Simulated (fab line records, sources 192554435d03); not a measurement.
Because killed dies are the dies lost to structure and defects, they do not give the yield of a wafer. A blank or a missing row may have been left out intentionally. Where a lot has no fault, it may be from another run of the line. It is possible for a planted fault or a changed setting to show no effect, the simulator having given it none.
fab line records	flow n5_finfet
record: lots: 7	wafers: 39
route steps=1938 shown BEOL_M3@981 BEOL_M7@1308 BEOL_M9@1458
start_h: start of the lot's first displayed wafer, in hours after the record's first day	wait_h: time in hours since the lot's previous step	" the same as in the row above	L1.1+2: a row that stands for several wafers	- no value present, or no start provided	* or withheld: withheld	< > ~ a bound
route shown NAME@n: NAME is a module with steps in the file, n the number in the route of the first one	usual: average and standard deviation across the fault-free wafers	same: alike in all rows	chamber/n: place in a boat	sites: the reading at each site	_std_site: the standard deviation of these	_edge_site: outer sites' mean less inner sites'	radius_mm: how far each site lies from the wafer's centre	mask NAME#n: copy n	behind: the most recent tool/chamber to have shaped the wafer	hold: what put the lot on hold/how long, in hours/how the hold closed	device: which transistor (n, p or np) failed to switch	end of line: the same wafers' tests at the end of the route	a step given without rows: its recipe and nothing more	killed: dies lost to structure and defects at the first sort, not the wafer's yield	map: a wafer's dies, marking killed ones x, the rest . and places with no die _
set.NAME: the run value of the setting; set.NAME@STEP: its run value at that earlier step	model.NAME: the simulator's own value behind a step, which no gauge read
lots run with intentionally changed settings; tables by step, rows by wafer
== steps ==
step: N5_BEOL_M3_ETCH_41
recipe: chemistry: CH3F/O2	target: SiCN	target_depth_a: 299	taper_deg: 2	time_s: 52.5	ion_energy_ev: 120	mask_material: TiN	pressure_mtorr: 30	source_w: 395	bias_w: 75	Ar_flow_sccm: 150	CH3F_flow_sccm: 30	O2_flow_sccm: 20
lot.wafer	tool	chamber	start_h	wait_h	set.target_depth_a	model.etch.depth_nm
L078.1	rie_diel-04	0	-	-	299	19.5
L078.2	"	3	"	"	364.4	23.57
L078.3	"	2	"	"	364.4	24.17
L078.4	"	1	"	"	299	19.56
L078.5	"	3	"	"	299	19.35
L078.6	"	0	"	"	364.4	23.98
L085.1	rie_diel-01	2	-	-	445.8	29.92
L085.2	"	1	"	"	445.8	30.85
L085.3	"	3	"	"	299	21.05
L085.4	"	0	"	"	299	20.12
L085.5	"	3	"	"	445.8	31.15
L085.6	"	0	"	"	299	19.91
L086.1	rie_diel-01	0	-	-	446	29.69
L086.2	"	3	"	"	446	30.73
L086.3	"	1	"	"	299	20.47
L086.4	"	2	"	"	446	30.06
L086.5	"	2	"	"	299	20.1
L086.6	"	3	"	"	299	20.7
L089.1	rie_diel-04	3	-	-	299	20.29
L089.2	"	2	"	"	299	19.75
L089.3	"	1	"	"	299	19.58
L089.4	"	3	"	"	180.8	12.33
L089.5	"	2	"	"	180.8	11.96
L089.6	"	1	"	"	180.8	11.74
L090.1	rie_diel-01	3	-	-	299	20.79
L090.2	"	1	"	"	418	28.46
L090.3	"	0	"	"	418	27.7
L090.4	"	2	"	"	299	19.84
L090.5	"	0	"	"	418	27.55
L090.6	"	3	"	"	299	20.75
L093.1	rie_diel-05	0	-	-	299	20.05
L093.2	"	3	"	"	299	19.56
L093.3	"	2	"	"	299	19.87
L093.4	"	1	"	"	299	19.37
L093.5	"	2	"	"	299	19.83
L093.6	"	3	"	"	299	19.71
L096.2	rie_diel-01	2	-	-	299	19.85
L096.4	"	2	"	"	299	19.67
L096.5	"	3	"	"	299	20.75
step: N5_BEOL_M7_TRENCH_ETCH_37
recipe: chemistry: C4F6/O2	target_depth_a: 934.78	target: SiCOH_lowk	time_s: 31.2	ion_energy_ev: 250	pressure_mtorr: 30	source_w: 345	bias_w: 185	Ar_flow_sccm: 300	C4F6_flow_sccm: 10	O2_flow_sccm: 10
lot.wafer	tool	chamber	start_h	wait_h	set.time_s	model.BEOL_M7.feature_depth_nm	model.etch.depth_nm	model.TiN_of_BEOL_M7_HM_DEP_02.thk_nm
L078.1	rie_diel-04	1	-	-	31.2	91	90.99	17.4
L078.2	"	0	"	"	31.2	90.8	90.83	16.8
L078.3	"	2	"	"	31.2	89.8	89.81	17
L078.4	"	0	"	"	31.2	91.6	91.6	16.8
L078.5	"	1	"	"	31.2	90.8	90.76	17
L078.6	"	2	"	"	31.2	92.2	92.27	17
L085.1	rie_diel-05	3	-	-	17.96	53.2	53.13	18.8
L085.2	"	2	"	"	17.96	53.6	53.53	18.8
L085.3	"	1	"	"	31.2	90	90.06	17.4
L085.4	"	0	"	"	17.96	53.8	53.88	18.4
L085.5	"	0	"	"	31.2	93.6	93.51	17.4
L085.6	"	3	"	"	31.2	91.8	91.81	17.8
L086.1	rie_diel-05	2	-	-	31.2	93.8	93.7	17
L086.2	"	3	"	"	14.15	42.2	42.15	18
L086.3	"	1	"	"	31.2	91	91.06	17
L086.4	"	0	"	"	14.15	42.6	42.6	18.4
L086.5	"	0	"	"	14.15	42.6	42.52	18.4
L086.6	"	1	"	"	31.2	90.8	90.72	16.8
L090.1	rie_diel-05	1	-	-	31.2	91.8	91.75	17.6
L090.2	"	3	"	"	31.2	93.2	93.29	17.4
L090.3	"	2	"	"	31.2	94	94.09	17.2
L090.4	"	2	"	"	31.2	94.4	94.3	17.4
L090.5	"	3	"	"	31.2	93.6	93.53	17.2
L090.6	"	1	"	"	31.2	92.2	92.16	17.2
L089.1	rie_diel-04	1	-	-	12.81	37.6	37.6	19
L089.2	"	2	"	"	31.2	92.4	92.41	17
L089.3	"	0	"	"	12.81	38.6	38.51	18.2
L089.4	"	3	"	"	31.2	96	95.92	17
L089.5	"	3	"	"	12.81	39.6	39.5	18.6
L089.6	"	0	"	"	31.2	94	93.97	17
L093.1	rie_diel-01	0	-	-	14.29	42.4	42.4	18.8
L093.2	"	1	"	"	14.29	43.8	43.83	18.6
L093.3	"	3	"	"	14.29	44.4	44.49	18.4
L093.4	"	2	"	"	31.2	92.8	92.81	17.2
L093.5	"	3	"	"	31.2	97.8	97.7	17.2
L093.6	"	2	"	"	31.2	92.6	92.68	17.4
L096.2	rie_diel-01	3	-	-	31.2	97.8	97.74	17
L096.4	"	1	"	"	31.2	96	96.01	17.2
L096.5	"	1	"	"	31.2	96.2	96.24	16.8
step: N5_BEOL_M7_ETCH_41
recipe: chemistry: CH3F/O2	target: SiCN	target_depth_a: 319	taper_deg: 2	time_s: 57.8	ion_energy_ev: 120	mask_material: TiN	pressure_mtorr: 30	source_w: 395	bias_w: 75	Ar_flow_sccm: 150	CH3F_flow_sccm: 30	O2_flow_sccm: 20
step: N5_BEOL_M7_STRIP_80
recipe: chemistry: N2/H2	time_s: 10	power_w: 450	temp_c: 40	pressure_mtorr: 20	rf_frequency_hz: 6e+07	bias_power_w: 7	n2_flow_sccm: 200	h2_flow_sccm: 200
step: N5_BEOL_M7_OCD_MEAS_38
usual: trench_depth_nm: 93.5/2.1
lot.wafer	tool	chamber	start_h	wait_h	set.time_s@BEOL_M7_TRENCH_ETCH_37	trench_depth_nm
L078.1	ocd-02	-	225.01	-	31.2	90.7
L078.2	"	-	"	"	31.2	91.0
L078.3	"	-	"	"	31.2	89.8
L078.4	"	-	"	"	31.2	91.4
L078.5	"	-	"	"	31.2	91.0
L078.6	"	-	"	"	31.2	91.6
L085.1	ocd-01	-	264.62	-	17.96	53.3
L085.2	"	-	"	"	17.96	53.7
L085.3	"	-	"	"	31.2	89.9
L085.4	"	-	"	"	17.96	53.9
L085.5	"	-	"	"	31.2	93.3
L085.6	"	-	"	"	31.2	91.3
L086.1	ocd-01	-	266.92	-	31.2	93.9
L086.2	"	-	"	"	14.15	41.7
L086.3	"	-	"	"	31.2	90.8
L086.4	"	-	"	"	14.15	42.1
L086.5	"	-	"	"	14.15	42.0
L086.6	"	-	"	"	31.2	90.6
L090.1	ocd-02	-	301.70	-	31.2	92.3
L090.2	"	-	"	"	31.2	92.9
L090.3	"	-	"	"	31.2	94.1
L090.4	"	-	"	"	31.2	94.5
L090.5	"	-	"	"	31.2	92.7
L090.6	"	-	"	"	31.2	91.7
L089.1	ocd-01	-	303.60	-	12.81	37.3
L089.2	"	-	"	"	31.2	92.0
L089.3	"	-	"	"	12.81	38.4
L089.4	"	-	"	"	31.2	95.9
L089.5	"	-	"	"	12.81	38.9
L089.6	"	-	"	"	31.2	94.0
L093.1	ocd-02	-	308.89	-	14.29	42.3
L093.2	"	-	"	"	14.29	43.9
L093.3	"	-	"	"	14.29	44.3
L093.4	"	-	"	"	31.2	92.8
L093.5	"	-	"	"	31.2	98.0
L093.6	"	-	"	"	31.2	92.5
L096.2	ocd-01	-	332.23	-	31.2	98.1
L096.4	"	-	"	"	31.2	95.6
L096.5	"	-	"	"	31.2	96.5
step: N5_BEOL_M7_HM_STRIP_39
recipe: chemistry: peroxide_tin_strip	material: TiN	target_depth_a: 250	temp_c: 50	time_s: 158
step: N5_BEOL_M7_SRD_40
recipe: time_s: 30	temp_c: 23	rinse_liquid: diw	dry: ipa_marangoni
step: N5_BEOL_M7_ECD_50
recipe: material: Cu	target_thk_a: 3000
step: N5_BEOL_M7_ANNEAL_51
recipe: temp_c: 225	time_s: 90	ambient: N2
step: N5_BEOL_M7_CMP_52
recipe: stop_on: SiCOH_lowk	t_overpolish_s: 6.9	down_force_psi: 1	platen_rpm: 50	clearing_platen_down_force_psi: 1.5	clearing_platen_rpm: 50	post_cmp_clean: cu_alkaline	target_thk_nm: 80	clearing_platen_pad_velocity_m_s: 0.99484	pad_velocity_m_s: 0.99484
lot.wafer	tool	chamber	start_h	wait_h	set.time_s@BEOL_M7_TRENCH_ETCH_37	model.Cu_of_BEOL_M7_ECD_50.thk_nm
L078.4	cmp-04	1	227.36	0.1	31.2	78.2
L078.1	"	2	"	"	31.2	78.4
L078.2	"	3	"	"	31.2	76.4
L078.3	"	0	"	"	31.2	77
L078.5	"	1	"	"	31.2	78
L078.6	"	2	"	"	31.2	79.2
L085.1	cmp-03	3	266.53	0.3	17.96	40
L085.2	"	0	"	"	17.96	39.4
L085.3	"	1	"	"	31.2	75.6
L085.4	"	2	"	"	17.96	40.8
L085.5	"	3	"	"	31.2	80.6
L085.6	"	0	"	"	31.2	77.6
L086.2	cmp-04	2	268.74	0.2	14.15	30.2
L086.1	"	3	"	"	31.2	80.4
L086.4	"	0	"	"	14.15	30.6
L086.3	"	1	"	"	31.2	78.2
L086.6	"	2	"	"	31.2	78.6
L086.5	"	3	"	"	14.15	30
L090.4	cmp-01	1	305.24	0.1	31.2	82.2
L090.2+3	"	2,0	"	"	31.2	80.2
L090.1	"	3	"	"	31.2	79.8
L090.6	"	1	"	"	31.2	79.6
L090.5	"	2	"	"	31.2	79.4
L089.4	cmp-03	1	305.70	0.1	31.2	81.2
L089.3	"	2	"	"	12.81	25
L089.2+6	"	3,2	"	"	31.2	80.6
L089.1	"	0	"	"	12.81	26.4
L089.5	"	1	"	"	12.81	25.4
L093.4	cmp-03	2	311.49	0.2	31.2	79
L093.3	"	3	"	"	14.29	31
L093.2	"	0	"	"	14.29	29.8
L093.1	"	1	"	"	14.29	27.6
L093.5	"	2	"	"	31.2	85.2
L093.6	"	3	"	"	31.2	79.8
L096.2	cmp-04	3	335.43	0.4	31.2	84.8
L096.4	"	1	"	"	31.2	84
L096.5	"	3	"	"	31.2	82.6
step: N5_BEOL_M7_THK_MEAS_53
recipe: thk_meas_gauge: xrf	reads: Cu_of_BEOL_M7_ECD_50
usual: M7_THK: 83.3/2.5
lot.wafer	tool	chamber	start_h	wait_h	set.time_s@BEOL_M7_TRENCH_ETCH_37	M7_THK[nm]
L078.1	film_metro-01	-	227.65	-	31.2	81.0
L078.2	"	-	"	"	31.2	78.8
L078.3	"	-	"	"	31.2	79.6
L078.4	"	-	"	"	31.2	80.2
L078.5	"	-	"	"	31.2	80.4
L078.6	"	-	"	"	31.2	81.7
L085.1	film_metro-02	-	266.82	-	17.96	41.0
L085.2	"	-	"	"	17.96	40.6
L085.3	"	-	"	"	31.2	78.2
L085.4	"	-	"	"	17.96	42.0
L085.5	"	-	"	"	31.2	83.6
L085.6	"	-	"	"	31.2	80.3
L086.1	film_metro-01	-	269.03	-	31.2	83.5
L086.2	"	-	"	"	14.15	31.4
L086.3	"	-	"	"	31.2	80.9
L086.4	"	-	"	"	14.15	31.5
L086.5	"	-	"	"	14.15	31.1
L086.6	"	-	"	"	31.2	81.3
L090.1	film_metro-01	-	305.53	-	31.2	82.8
L090.2	"	-	"	"	31.2	83.2
L090.3	"	-	"	"	31.2	83.5
L090.4	"	-	"	"	31.2	85.7
L090.5	"	-	"	"	31.2	82.4
L090.6	"	-	"	"	31.2	82.7
L089.1	film_metro-02	-	306.00	-	12.81	26.9
L089.2	"	-	"	"	31.2	82.7
L089.3	"	-	"	"	12.81	25.6
L089.4	"	-	"	"	31.2	83.3
L089.5	"	-	"	"	12.81	25.9
L089.6	"	-	"	"	31.2	82.8
L093.1	film_metro-01	-	311.79	-	14.29	28.7
L093.2	"	-	"	"	14.29	30.9
L093.3	"	-	"	"	14.29	32.3
L093.4	"	-	"	"	31.2	81.8
L093.5	"	-	"	"	31.2	88.6
L093.6	"	-	"	"	31.2	83.0
L096.2	film_metro-02	-	335.68	-	31.2	86.8
L096.4	"	-	"	"	31.2	85.8
L096.5	"	-	"	"	31.2	84.4
step: N5_BEOL_M7_PRE_CLEAN_55
recipe: gas: NH3	time_s: 15	temp_c: withheld	rf_power_w: 300
step: N5_BEOL_M7_DEP_56
recipe: material: SiCN	target_thk_a: 100	temp_c: withheld	precursor: 3MS/NH3	pressure_torr: 3	rf_w: 202	time_s: 17.5
step: N5_BEOL_M7_RS_MEAS_57
recipe: thk_meas_gauge: four-point-probe	reads: Cu_of_BEOL_M7_ECD_50+Co_of_BEOL_M7_CVD_78+TaN_of_BEOL_M7_ALD_77
usual: M7_RS: 0.284/0.0097
lot.wafer	tool	chamber	start_h	wait_h	set.time_s@BEOL_M7_TRENCH_ETCH_37	M7_RS[ohm/sq]
L078.1	film_metro-01	-	227.78	0.1	31.2	0.292
L078.2	"	-	"	"	31.2	0.301
L078.3	"	-	"	"	31.2	0.299
L078.4	"	-	"	"	31.2	0.293
L078.5	"	-	"	"	31.2	0.295
L078.6	"	-	"	"	31.2	0.289
L085.1	film_metro-02	-	266.98	0.1	17.96	0.677
L085.2	"	-	"	"	17.96	0.685
L085.3	"	-	"	"	31.2	0.305
L085.4	"	-	"	"	17.96	0.655
L085.5	"	-	"	"	31.2	0.284
L085.6	"	-	"	"	31.2	0.296
L086.1	film_metro-01	-	269.16	0.1	31.2	0.285
L086.2	"	-	"	"	14.15	0.972
L086.3	"	-	"	"	31.2	0.294
L086.4	"	-	"	"	14.15	0.959
L086.5	"	-	"	"	14.15	0.983
L086.6	"	-	"	"	31.2	0.292
L090.1	film_metro-02	-	305.67	0.1	31.2	0.287
L090.2	"	-	"	"	31.2	0.284
L090.3	"	-	"	"	31.2	0.285
L090.4	"	-	"	"	31.2	0.277
L090.5	"	-	"	"	31.2	0.290
L090.6	"	-	"	"	31.2	0.288
L089.1	film_metro-02	-	306.13	0.1	12.81	1.175
L089.2	"	-	"	"	31.2	0.284
L089.3	"	-	"	"	12.81	1.260
L089.4	"	-	"	"	31.2	0.282
L089.5	"	-	"	"	12.81	1.239
L089.6	"	-	"	"	31.2	0.284
L093.1	film_metro-01	-	311.92	0.1	14.29	1.102
L093.2	"	-	"	"	14.29	0.993
L093.3	"	-	"	"	14.29	0.937
L093.4	"	-	"	"	31.2	0.291
L093.5	"	-	"	"	31.2	0.266
L093.6	"	-	"	"	31.2	0.288
L096.2	film_metro-01	-	335.82	0.1	31.2	0.267
L096.4	"	-	"	"	31.2	0.269
L096.5	"	-	"	"	31.2	0.275
step: N5_BEOL_M9_ALD_74
recipe: material: TaN	target_thk_a: 20	temp_c: 275	ald_precursor_family: PDMAT	ald_co_reactant: NH3	pressure_torr: 3	carrier_flow_sccm: 1500	pulse_time_s: 2	purge_time_s: 3	co_reactant_purge_time_s: 2	co_reactant_pulse_time_s: 3	ald_cycles: 40	precursor_vessel_temp_c: 75	precursor_vessel_pressure_torr: 26.25	precursor_vessel_carrier_sccm: 1000
lot.wafer	tool	chamber	start_h	wait_h	set.ald_cycles	model.TaN_of_BEOL_M9_ALD_74.thk_nm
L078.1+2+3	ald_metal-02	1,3,0	241.80	0.1	40	2
L078.4+5+6	"	2,2,1	"	"	60	3
L085.1+2+3+4+5+6	ald_metal-02	1,0,2,3,3,0	280.14	0.1	40	2
L086.1+4+6	ald_metal-02	3,0,2	280.57	0.0	59	3
L086.2+3+5	"	2,1,3	"	"	40	2
L089.1+3+4	ald_metal-02	1,2,3	321.90	0.0	59	3
L089.2+5+6	"	0,2,3	"	"	40	2
L090.1+3+6	ald_metal-01	2,0,2	322.10	0.1	17	0.8
L090.2+4+5	"	3,1,1	"	"	40	2
L093.1+3+5	ald_metal-02	0,2,1	325.54	0.1	40	2
L093.2+4+6	"	3,1,2	"	"	48	2.4
L096.2+4+5	ald_metal-03	0,2,3	351.77	0.1	40	2
== key ==
split: step: N5_BEOL_M3_ETCH_41	setting: target_depth_a	stated: 299	by: wafer
response: step: N5_BEOL_M3_ETCH_41	reading: model.etch.depth_nm	change: +0.2	per: 1%	r: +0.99
split: step: N5_BEOL_M7_TRENCH_ETCH_37	setting: time_s	stated: 31.2	by: wafer
response: step: N5_BEOL_M7_TRENCH_ETCH_37	reading: model.BEOL_M7.feature_depth_nm	change: +0.925	per: 1%	r: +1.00
response: step: N5_BEOL_M7_TRENCH_ETCH_37	reading: model.etch.depth_nm	change: +0.925	per: 1%	r: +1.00
response: step: N5_BEOL_M7_TRENCH_ETCH_37	reading: model.TiN_of_BEOL_M7_HM_DEP_02.thk_nm	change: -0.0257	per: 1%	r: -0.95
response: step: N5_BEOL_M7_OCD_MEAS_38	reading: trench_depth_nm	change: +0.926	per: 1%	r: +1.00
response: step: N5_BEOL_M7_CMP_52	reading: model.Cu_of_BEOL_M7_ECD_50.thk_nm	change: +0.923	per: 1%	r: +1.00
response: step: N5_BEOL_M7_THK_MEAS_53	reading: M7_THK	change: +0.956	per: 1%	r: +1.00
response: step: N5_BEOL_M7_RS_MEAS_57	reading: M7_RS	change: -0.0132	per: 1%	r: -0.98
split: step: N5_BEOL_M9_ALD_74	setting: ald_cycles	stated: 40	by: wafer
response: step: N5_BEOL_M9_ALD_74	reading: model.TaN_of_BEOL_M9_ALD_74.thk_nm	change: +0.0207	per: 1%	r: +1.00
